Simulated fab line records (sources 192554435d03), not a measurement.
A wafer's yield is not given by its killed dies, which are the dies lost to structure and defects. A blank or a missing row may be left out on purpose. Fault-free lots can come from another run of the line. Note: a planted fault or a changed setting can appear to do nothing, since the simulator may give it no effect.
A struck lot beside a sound one    flow n5_finfet    15 out of 1938 route steps
Sound: the wafers L114.1, L114.2, L114.6. Struck: wafers L128.2, L128.3. (L128.1 of the same lot was not struck and is left out.) The cause comes at the end.
For every step that has rows: the tool of each side, followed by ch and its chambers, followed by its first start. Under that, the readings that differ: sound wafers    struck wafers    difference of the means    sigmas: that difference in standard deviations of wafers without a fault.
alike: a reading whose means differ by less than 2 such deviations, as well as words and numbers matching on both sides. not compared: withheld readings; readings where some wafer has no value; bounds like >300 that might hide an equal value; numbers whose values overlap and for which the record gives no deviation.
Wherever a step has rows on one side only, a row that says differs or no value, or a row with sigmas, the two part there. Numbers that have no deviation but don't overlap get no sigmas and don't part them. Lack of a reading on every wafer of one side parts them only where that side has two or more wafers.

N5_BEOL_M10_STRIP_77: strips in N2/H2, time 10 s.
  sound: rie_diel-04 ch 0,2,3; struck: rie_diel-06 ch 0,3
reading                      sound        struck   difference  sigmas
drypump_motor_current_A (A)  5.9 6.1 5.5  5.2 4.9  -0.8        -2
  alike: oes_product_au, rf_vpp_V, showerhead_plenum_p_Torr, throttle_valve_pct
  not compared: rf_hours_counter_h
N5_BEOL_M10_OCD_MEAS_38:
  sound: ocd-01 at day 11 08:39; struck: ocd-02 at day 16 07:41
  alike: trench_depth_nm
then, 4 steps without rows for these wafers: N5_BEOL_M10_HM_STRIP_39 (strips TiN in peroxide tin strip, target depth 25 nm, time 158 s); N5_BEOL_M10_SRD_40 (time 30 s); N5_BEOL_M10_PRECLEAN_42 (cleans in residue remover, time 60 s); N5_BEOL_M10_SRD_43 (time 30 s).
N5_BEOL_M10_CD_MEAS_35 targets a cd of 70 nm.
  sound: cd_sem-02 at day 11 08:49; struck: cd_sem-02 at day 16 07:50
  alike: cd_nm
N5_BEOL_M10_CURE_72: cures SiCOH lowk, time 120 s.
  sound on uv_cure-03 ch 1, day 11 08:51; struck on uv_cure-02 ch 1, day 16 07:59
  alike: lamp_power_pct, wafer_temp_C_max
then, 1 step without rows for these wafers: N5_BEOL_M10_DEGAS_44 (time 60 s).
N5_BEOL_M10_PRE_CLEAN_45: time 30 s.
  sound: pvd_sputter-03 at day 11 09:25; struck: pvd_sputter-01 at day 16 08:25
  alike: heater_power_w
N5_BEOL_M10_ALD_74: deposits TaN, target thk 2 nm, pulse time 2 s, purge time 3 s.
  sound on ald_metal-02 ch 0,1, day 11 09:29; struck on ald_metal-01 ch 1,3, day 16 08:30
  alike: heater_power_w
following that, these wafers have no rows for 1 step: N5_BEOL_M10_SURFACE_TREAT_76.
N5_BEOL_M10_CVD_75: deposits Co from CCTBA/H2, target thk 2 nm, time 138.9 s.
  sound on cvd_co-02 ch 0,1,2, day 11 09:56; struck on cvd_co-01 ch 1,2, day 16 09:14
reading           sound              struck       difference  sigmas
run_length_s (s)  161.3 161.5 161.8  114.8 115.8  -46.2       -81
N5_BEOL_M10_SPUTTER_48: material Cu, target thk 12 nm, time 2 s.
  sound: pvd_sputter-02 at day 11 11:17; struck: pvd_sputter-02 at day 16 09:26
  alike: cathode_dc_power_W, throttle_valve_pct
-- a jump in the record: the struck wafers' starts before and after are 2 days apart (it breaks off in module BEOL_M10 and resumes in module PASSIVATION, where the first step shown is number 1936 of the route) --
N5_PASSIVATION_PROBE_49:
  sound: prober-01 at day 13 10:03; struck: prober-01 at day 18 15:20
  alike: defect_limited_yield, killed_at_M0_to_M3, killed_at_M4_up, killed_at_contacts, killed_at_front_end, killed_at_other, killed_dies, killed_on_rim, killed_open, killed_short, sort_bin_5_function, sort_bin_6_memory, sort_n_pass, sort_yield_pct

WHERE THEY PART
Earliest at N5_BEOL_M10_STRIP_77; latest, in this record, at N5_BEOL_M10_CVD_75. Later steps at which nothing parts them and some readings are alike: N5_BEOL_M10_SPUTTER_48, N5_PASSIVATION_PROBE_49.

WHY: what the simulator had put in
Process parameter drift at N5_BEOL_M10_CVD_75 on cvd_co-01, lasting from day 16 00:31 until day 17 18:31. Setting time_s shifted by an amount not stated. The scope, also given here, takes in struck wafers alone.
